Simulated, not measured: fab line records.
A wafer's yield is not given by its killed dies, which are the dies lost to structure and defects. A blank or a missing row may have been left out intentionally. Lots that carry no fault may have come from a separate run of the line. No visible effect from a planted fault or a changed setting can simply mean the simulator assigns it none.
Chamber matching ; flow n5Finfet ; cmp-01 running N5_ILD0_CMP_12: 4 sister chambers
The step polishes SiNx, stops on poly-Si, t overpolish 6 s, target thk 17.67 nm. 24 wafers are shown with their chamber, then 12 later ones without.

== WAFERS WITH THEIR CHAMBER ==
wafer;chamber;motorCurrentA (A);overpolishRunS (s);timeToEndpointS (s)
L079.2;2;8.2;5.989;30.2
L079.4;0;8.9;6.009;31.0
L079.5;3;9.1;6.011;29.0
L082.2;3;9.0;6.015;28.0
L082.3;1;8.9;6.005;28.4
L082.6;1;8.1;5.999;28.3
L083.3;0;8.9;6.005;32.5
L083.4;1;9.2;6.014;32.6
L083.5;0;8.5;5.992;32.2
L085.2;1;9.1;5.994;27.6
L085.4;2;9.1;6.011;29.6
L085.5;0;8.0;6.008;29.2
L086.1;1;8.7;6.000;30.1
L086.2;3;8.8;5.999;29.9
L086.6;1;8.8;6.011;33.7
L087.1;2;8.3;6.015;30.3
L087.2;1;8.8;5.992;32.9
L087.3;0;9.0;5.991;29.4
L089.1;0;8.5;5.999;29.3
L089.3;2;8.0;6.018;26.6
L089.6;2;8.6;6.011;30.4
L090.3;0;8.4;6.003;26.7
L090.4;1;8.8;5.990;29.2
L090.6;0;8.7;5.999;27.7

SIGNATURES (means of the wafers above)
reading;chamber 0;chamber 1;chamber 2;chamber 3;scatter within a chamber
motorCurrentA;8.613;8.800;8.440;8.967;0.34
overpolishRunS;6.00075;6.00063;6.00880;6.00833;0.00873
timeToEndpointS;29.750;30.350;29.420;28.967;2.01
Rule: a wafer's distance from a chamber is the root of the sum, over the readings, of the square of ((its reading less the chamber's mean) divided by the reading's scatter). The wafer belongs to the nearest chamber; if the next one is less than 2 further off, it can't be placed. How the scatter is found: for the shown wafers, subtract from each reading the mean of its chamber, square and add these, divide the total by (wafers less chambers), then take the root.

== WAFERS MISSING THEIR CHAMBER ==
wafer;motorCurrentA (A);overpolishRunS (s);timeToEndpointS (s)
L094.1;8.6;5.997;28.4
L094.4;8.6;6.007;28.4
L094.6;8.9;5.998;27.0
L095.1;8.6;6.013;29.3
L095.4;8.5;5.999;30.5
L095.5;8.9;5.999;30.6
L097.2;9.0;6.007;32.2
L097.3;8.7;6.004;30.6
L097.6;8.2;6.002;32.4
L096.3;9.1;6.007;28.2
L096.4;8.3;6.006;31.4
L096.6;8.9;5.992;28.3

== CHAMBER TAKEN BY EACH ==
wafer;from the rows above;in truth
L094.1;can't be placed: 0 or 1 or 2 or 3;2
L094.4;can't be placed: 2 or 0 or 3 or 1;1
L094.6;can't be placed: 3 or 0 or 1 or 2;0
L095.1;can't be placed: 2 or 3 or 0 or 1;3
L095.4;can't be placed: 0 or 1 or 2 or 3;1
L095.5;can't be placed: 1 or 0 or 3 or 2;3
L097.2;can't be placed: 1 or 3 or 0 or 2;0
L097.3;can't be placed: 1 or 0 or 2 or 3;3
L097.6;can't be placed: 0 or 2 or 1 or 3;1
L096.3;can't be placed: 3 or 1 or 0 or 2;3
L096.4;can't be placed: 2 or 0 or 1 or 3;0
L096.6;can't be placed: 1 or 0 or 3 or 2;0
Correctly placed: 0 of 12. Cannot be placed on the basis of these rows: 12; the candidates contain the true chamber in 12. Wrongly placed: 0.
